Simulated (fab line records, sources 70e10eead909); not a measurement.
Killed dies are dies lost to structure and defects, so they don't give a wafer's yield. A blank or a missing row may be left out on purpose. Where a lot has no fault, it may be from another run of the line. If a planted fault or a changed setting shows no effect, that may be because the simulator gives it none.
The tool behind it: which one? ; flow nand_harc ; 24 lots, 72 wafers sampled, at 6 steps of a route of 1302

## WHAT THE GAUGES READ, wafer by wafer
NHARC_P_M2_OVL_MEAS_10: pitch 340 nm. Usual: overlay_x_nm 0.0 nm, standard deviation 0.88; overlay_y_nm 0.2 nm, standard deviation 1.1.
lot;measured;on;overlay_x_nm (nm);overlay_y_nm (nm);flag
L074;day 6 16:22;overlay-01;0.1 -0.3 -0.7;-0.9 -0.4 -0.6;
L075;day 6 23:40;overlay-02;-0.5 -0.2 -0.3;1.0 1.2 0.8;
L076;day 7 05:09;overlay-02;-0.1 0.1 -0.2;1.7 1.6 1.8;
L077;day 7 23:30;overlay-01;0.4 0.2 0.0;0.0 -0.4 0.7;
L078;day 8 01:31;overlay-01;0.1 1.4 0.7;2.1 2.4 2.5;
L079;day 8 14:36;overlay-02;-1.2 -1.2 -0.8;1.0 0.8 0.6;
L081;day 9 06:09;overlay-01;-1.0 -0.5 -1.0;2.3 1.9 1.6;
L080;day 9 07:26;overlay-01;1.3 1.1 1.0;-1.0 -0.1 -0.6;
L082;day 9 19:24;overlay-01;-1.2 -1.1 -0.4;0.5 -0.1 -0.3;
L083;day 10 11:50;overlay-01;1.0 1.0 0.9;-1.2 -0.9 -1.3;
L084;day 10 20:07;overlay-01;0.2 0.1 0.3;-1.7 -1.9 -2.4;
L085;day 11 09:07;overlay-01;0.2 0.3 -0.1;0.3 1.2 0.8;
L087;day 11 17:11;overlay-01;-0.7 -0.9 -0.7;0.1 -0.5 0.2;
L086;day 11 17:59;overlay-01;-0.9 -0.8 -0.6;1.2 0.7 0.6;
L088;day 12 12:38;overlay-01;-1.4 -1.2 -1.1;-1.0 -1.2 -1.1;
L089;day 12 13:38;overlay-01;0.6 0.1 -0.4;-0.5 -1.2 -0.7;
L090;day 13 03:29;overlay-01;2.2 2.0 1.8;-1.1 -1.4 -0.9;
L091;day 13 13:53;overlay-02;1.1 0.8 0.3;-0.6 -0.6 -0.5;
L092;day 13 18:59;overlay-01;-0.9 -0.1 -0.3;-0.6 -0.5 -0.1;
L093;day 14 06:49;overlay-01;0.0 0.5 0.4;-0.1 -0.4 -0.6;
L094;day 14 14:31;overlay-02;1.5 0.9 1.2;0.8 0.8 1.2;
L095;day 15 05:47;overlay-01;-0.2 -0.5 -0.1;0.2 0.4 -0.4;
L096;day 15 14:26;overlay-01;0.4 1.3 0.9;1.1 1.5 1.4;
L097;day 15 20:35;overlay-01;-0.6 -0.5 -0.7;0.8 0.5 0.4;

NHARC_P_BONDPAD_CD_MEAS_09: the cd target is 500 nm. Usual: cd_nm reads 500.2 nm (standard deviation 2.5).
lot;measured;on;cd_nm (nm);flag
L074;day 6 20:51;cd_sem-03;500.5 501.9 499.7;
L075;day 7 04:10;cd_sem-02;497.4 501.9 497.6;
L076;day 7 09:37;cd_sem-01;495.0 501.9 495.5;
L077;day 8 03:59;cd_sem-02;497.8 498.0 497.4;
L078;day 8 05:49;cd_sem-01;498.0 499.7 503.9;
L079;day 8 19:20;cd_sem-01;504.5 503.5 503.6;
L081;day 9 10:37;cd_sem-01;502.8 501.5 498.2;
L080;day 9 11:55;cd_sem-02;499.3 502.2 502.2;
L082;day 9 23:59;cd_sem-03;504.0 501.3 501.0;
L083;day 10 16:41;cd_sem-03;499.9 504.9 502.7;
L084;day 11 04:55;cd_sem-03;501.3 501.0 501.8;
L085;day 11 13:58;cd_sem-01;502.3 500.2 498.1;
L087;day 11 21:39;cd_sem-03;498.4 497.1 496.9;
L086;day 11 22:18;cd_sem-03;497.2 498.3 496.2;
L088;day 12 17:14;cd_sem-01;501.6 496.0 498.7;
L089;day 12 18:16;cd_sem-01;499.9 503.9 502.1;
L090;day 13 07:56;cd_sem-03;495.0 501.2 502.1;
L091;day 13 18:11;cd_sem-02;502.7 496.8 500.9;
L092;day 13 23:20;cd_sem-02;500.4 501.1 498.5;
L093;day 14 11:27;cd_sem-03;496.9 499.9 497.5;
L094;day 14 18:59;cd_sem-02;502.4 500.6 501.9;
L095;day 15 10:19;cd_sem-03;499.9 500.5 499.3;
L096;day 15 18:55;cd_sem-01;497.6 499.1 498.0;
L097;day 16 00:56;cd_sem-02;497.7 497.7 503.1;

NHARC_A_SOURCE_PLATE_THK_MEAS_06: measures by ellipsometry. Usual: thk_nm reads 199.7 nm (standard deviation 2.2).
lot;measured;on;thk_nm (nm);flag
L074;day 7 22:51;film_metro-02;198.5 200.6 199.8;
L075;day 8 10:08;film_metro-02;198.3 200.5 198.9;
L076;day 8 10:08;film_metro-01;202.6 200.0 202.7;
L077;day 9 06:59;film_metro-01;197.2 198.0 198.7;
L078;day 9 06:59;film_metro-02;204.1 204.6 202.3;
L079;day 9 20:44;film_metro-01;203.6 201.5 201.3;
L081;day 10 16:14;film_metro-01;198.3 197.6 195.7;
L080;day 10 16:14;film_metro-02;196.0 198.2 198.6;
L082;day 11 01:11;film_metro-01;199.5 197.6 203.8;
L083;day 11 17:48;film_metro-02;199.5 200.9 200.6;
L084;day 12 07:20;film_metro-02;198.6 199.4 197.7;
L085;day 12 15:58;film_metro-02;201.0 200.7 199.5;
L087;day 13 00:50;film_metro-02;197.5 200.3 199.7;
L086;day 13 00:50;film_metro-01;197.7 199.0 198.1;
L088;day 13 18:57;film_metro-02;201.0 200.6 200.7;
L089;day 13 18:58;film_metro-02;198.1 194.7 196.1;
L090;day 14 11:25;film_metro-02;205.7 198.9 200.7;
L091;day 14 22:21;film_metro-02;198.6 201.1 201.4;
L092;day 15 04:11;film_metro-02;197.5 197.3 197.6;
L093;day 15 14:46;film_metro-01;200.1 201.1 200.5;
L094;day 15 20:32;film_metro-02;199.7 199.4 200.5;
L095;day 17 04:03;film_metro-02;198.3 198.8 197.6;
L096;day 17 04:08;film_metro-02;200.7 203.1 201.5;
L097;day 17 19:11;film_metro-02;196.1 198.0 198.2;

## TOOL THAT RAN EACH LOT (tool first, then ch and the chambers of the sampled wafers, then the start)
lot;NHARC_P_BONDPAD_DEP_00;NHARC_P_BONDPAD_ETCH_12;NHARC_P_BONDPAD_PVD_27
L074;pecvd-03 ch 0,1, day 6 19:41;rie_diel-05 ch 0,1, day 7 22:51 or earlier;pvd_sputter-01, day 7 22:51 or earlier
L075;pecvd-03 ch 0,1, day 7 02:56;rie_diel-05 ch 2,3, day 8 10:08 or earlier;pvd_sputter-03, day 8 10:08 or earlier
L076;pecvd-03 ch 0,1, day 7 08:25;rie_diel-12 ch 0,1, day 8 10:08 or earlier;pvd_sputter-03, day 8 10:08 or earlier
L077;pecvd-01 ch 0,1,2, day 8 02:53;rie_diel-07 ch 1,2,3, day 9 06:59 or earlier;pvd_sputter-02, day 9 06:59 or earlier
L078;pecvd-02 ch 0,1,2, day 8 05:49 or earlier;rie_diel-05 ch 0,2,3, day 9 06:59 or earlier;pvd_sputter-02, day 9 06:59 or earlier
L079;pecvd-01 ch 1,2, day 8 18:11;rie_diel-07 ch 1,2, day 9 20:44 or earlier;pvd_sputter-01, day 9 20:44 or earlier
L081;pecvd-02 ch 0,2, day 9 09:23;rie_diel-05 ch 0,3, day 10 16:14 or earlier;pvd_sputter-03, day 10 16:14 or earlier
L080;pecvd-01 ch 0,1, day 9 10:41;rie_diel-12 ch 0,2,3, day 10 16:14 or earlier;pvd_sputter-03, day 10 16:14 or earlier
L082;pecvd-02 ch 0,1, day 9 22:37;rie_diel-12 ch 2,3, day 11 01:11 or earlier;pvd_sputter-02, day 11 01:11 or earlier
L083;pecvd-03 ch 1,2, day 10 16:41 or earlier;rie_diel-12 ch 0,1,3, day 11 17:48 or earlier;pvd_sputter-02, day 11 17:48 or earlier
L084;pecvd-02 ch 0,1, day 11 03:41;rie_diel-12 ch 1,2, day 12 07:20 or earlier;pvd_sputter-02, day 12 07:20 or earlier
L085;pecvd-01 ch 1,2, day 11 12:52;rie_diel-05 ch 1,2,3, day 12 15:58 or earlier;pvd_sputter-01, day 12 15:58 or earlier
L087;pecvd-02 ch 0,2, day 11 21:39 or earlier;rie_diel-07 ch 2,3, day 13 00:50 or earlier;pvd_sputter-02, day 13 00:50 or earlier
L086;pecvd-02 ch 0,1, day 11 22:18 or earlier;rie_diel-07 ch 0,1,2, day 13 00:50 or earlier;pvd_sputter-02, day 13 00:50 or earlier
L088;pecvd-01 ch 0,2, day 12 15:52;rie_diel-05 ch 0,1,2, day 13 18:57 or earlier;pvd_sputter-01, day 13 18:57 or earlier
L089;pecvd-02 ch 1,2, day 12 17:05;rie_diel-12 ch 0,3, day 13 18:58 or earlier;pvd_sputter-01, day 13 18:58 or earlier
L090;pecvd-03 ch 0,1, day 13 06:43;rie_diel-12 ch 0,1,2, day 14 11:25 or earlier;pvd_sputter-02, day 14 11:25 or earlier
L091;pecvd-02 ch 0,1, day 13 18:11 or earlier;rie_diel-12 ch 2,3, day 14 22:21 or earlier;pvd_sputter-02, day 14 22:21 or earlier
L092;pecvd-01 ch 0,1, day 13 22:14;rie_diel-07 ch 0,3, day 15 04:11 or earlier;pvd_sputter-01, day 15 04:11 or earlier
L093;pecvd-02 ch 0,1, day 14 10:16;rie_diel-12 ch 0,1, day 15 14:46 or earlier;pvd_sputter-01, day 15 14:46 or earlier
L094;pecvd-03 ch 1,2, day 14 17:51;rie_diel-07 ch 1,2, day 15 20:32 or earlier;pvd_sputter-01, day 15 20:32 or earlier
L095;pecvd-01 ch 0,1, day 15 09:11;rie_diel-12 ch 0,3, day 17 04:03 or earlier;pvd_sputter-02, day 17 04:03 or earlier
L096;pecvd-02 ch 0,1,2, day 15 18:55 or earlier;rie_diel-05 ch 1,2,3, day 17 04:08 or earlier;pvd_sputter-02, day 17 04:08 or earlier
L097;pecvd-03 ch 0,2, day 15 23:50;rie_diel-07 ch 1,3, day 17 19:11 or earlier;pvd_sputter-01, day 17 19:11 or earlier
- NHARC_P_BONDPAD_DEP_00: deposits SiCN, target thk 250 nm.
- NHARC_P_BONDPAD_ETCH_12: etches the open film in CHF3/O2, target depth 200 nm, time 100 s.
- NHARC_P_BONDPAD_PVD_27: deposits Cu, target thk 30 nm, time 20.49 s.

## AS READ BY THE TOOLS THEMSELVES (means over the sampled wafers that have a number; for cases with no such wafer, the mark the record gives instead)
NHARC_P_BONDPAD_DEP_00. Usual: heater_power_w 579 W, standard deviation 56; rf_fwd_power_W 449.0 W, standard deviation 1.4.
lot;tool;heater_power_w (W);rf_fwd_power_W (W);flag
L074;pecvd-03;573;449.3;
L075;pecvd-03;580;449.0;
L076;pecvd-03;553;447.9;
L077;pecvd-01;589;449.8;
L078;pecvd-02;539;450.0;
L079;pecvd-01;642;448.9;
L081;pecvd-02;592;447.4;
L080;pecvd-01;526;448.9;
L082;pecvd-02;587;449.0;
L083;pecvd-03;616;451.0;
L084;pecvd-02;620;448.0;
L085;pecvd-01;566;449.9;
L087;pecvd-02;637;450.0;
L086;pecvd-02;563;449.3;
L088;pecvd-01;514;449.4;
L089;pecvd-02;550;449.3;
L090;pecvd-03;583;450.0;
L091;pecvd-02;614;448.5;
L092;pecvd-01;553;449.4;
L093;pecvd-02;567;447.0;
L094;pecvd-03;589;448.5;
L095;pecvd-01;552;449.6;
L096;pecvd-02;604;449.6;
L097;pecvd-03;571;447.8;

NHARC_P_BONDPAD_ETCH_12. Usual: value, then standard deviation, for each; drypump_motor_current_A 5.7 A / 0.33; mfc_ar_sccm 199.9 sccm / 0.56; oes_product_au 0.941 a.u. / 0.023; rf_fwd_power_W 496.3 W / 1.9; rf_vpp_V 371.2 V / 1.9; showerhead_plenum_p_Torr 2.43 Torr / 0.079; throttle_valve_pct 20.574 % / 0.0084.
lot;tool;drypump_motor_current_A (A);mfc_ar_sccm (sccm);oes_product_au (a.u.);rf_fwd_power_W (W);rf_vpp_V (V);showerhead_plenum_p_Torr (Torr);throttle_valve_pct (%);flag
L074;rie_diel-05;5.7;199.6;0.918;495.8;372.9;2.50;20.577;
L075;rie_diel-05;5.6;200.0;0.972;498.4;370.7;2.42;20.573;
L076;rie_diel-12;5.4;200.3;0.910;498.4;369.4;2.31;20.573;
L077;rie_diel-07;6.0;199.9;0.917;497.2;372.5;2.49;20.572;
L078;rie_diel-05;5.7;199.6;0.965;496.6;371.9;2.47;20.575;
L079;rie_diel-07;6.1;200.4;0.919;495.7;373.4;2.53;20.573;
L081;rie_diel-05;5.5;200.5;0.964;494.8;370.6;2.41;20.564;
L080;rie_diel-12;5.7;199.4;0.936;496.9;370.3;2.41;20.574;
L082;rie_diel-12;5.5;200.1;0.937;495.9;370.8;2.43;20.573;
L083;rie_diel-12;5.7;199.9;0.922;495.1;370.2;2.37;20.568;
L084;rie_diel-12;5.2;200.2;0.928;495.1;369.7;2.34;20.576;
L085;rie_diel-05;5.7;199.8;0.961;495.2;372.6;2.46;20.576;
L087;rie_diel-07;6.0;200.3;0.956;496.2;372.3;2.47;20.577;
L086;rie_diel-07;5.9;200.6;0.915;496.1;372.2;2.48;20.577;
L088;rie_diel-05;5.8;200.1;0.936;495.8;371.7;2.50;20.568;
L089;rie_diel-12;5.8;199.9;0.956;498.1;369.6;2.38;20.579;
L090;rie_diel-12;5.4;200.2;0.960;496.6;369.7;2.34;20.574;
L091;rie_diel-12;5.4;199.8;0.929;494.8;371.1;2.43;20.576;
L092;rie_diel-07;5.6;200.3;0.951;496.5;371.0;2.41;20.569;
L093;rie_diel-12;5.5;200.0;0.919;496.3;368.7;2.32;20.573;
L094;rie_diel-07;6.0;199.8;0.946;494.0;373.1;2.53;20.565;
L095;rie_diel-12;5.8;200.3;0.917;497.7;370.1;2.38;20.578;
L096;rie_diel-05;5.7;199.7;0.968;496.2;372.0;2.46;20.571;
L097;rie_diel-07;6.0;199.9;0.928;497.5;372.5;2.47;20.572;

NHARC_P_BONDPAD_PVD_27. Usual: throttle_valve_pct reads 29.8 % (standard deviation 1.1).
lot;tool;throttle_valve_pct (%);flag
L074;pvd_sputter-01;31.5;
L075;pvd_sputter-03;29.7;
L076;pvd_sputter-03;30.2;
L077;pvd_sputter-02;29.6;
L078;pvd_sputter-02;29.1;
L079;pvd_sputter-01;31.0;
L081;pvd_sputter-03;30.1;
L080;pvd_sputter-03;30.5;
L082;pvd_sputter-02;29.4;
L083;pvd_sputter-02;28.9;
L084;pvd_sputter-02;29.2;
L085;pvd_sputter-01;29.4;
L087;pvd_sputter-02;29.2;
L086;pvd_sputter-02;29.6;
L088;pvd_sputter-01;29.4;
L089;pvd_sputter-01;30.6;
L090;pvd_sputter-02;29.2;
L091;pvd_sputter-02;29.0;
L092;pvd_sputter-01;30.0;
L093;pvd_sputter-01;28.9;
L094;pvd_sputter-01;29.5;
L095;pvd_sputter-02;30.0;
L096;pvd_sputter-02;29.8;
L097;pvd_sputter-01;29.9;

## THE ANSWER, worked out from the rows above alone
Rule: a lot counts as off when the mean over its wafers that have a number is more than 3 standard deviations away from the usual mean. A lot without any number at a reading at which 4 lots or more have one is off too. Where the step has rows for the other lots, those lots are counted as sound. After the gauges, taken in route order, come the tools' own readings; for these a lot's mean is taken, as printed above. The first step at which some lot is off is used, and at that step the reading that is off furthest; a lot without a number counts as furthest.
Across all readings shown, no lot is off: no conclusion can be drawn from this.

## WHAT THE SIMULATOR HAD PUT IN
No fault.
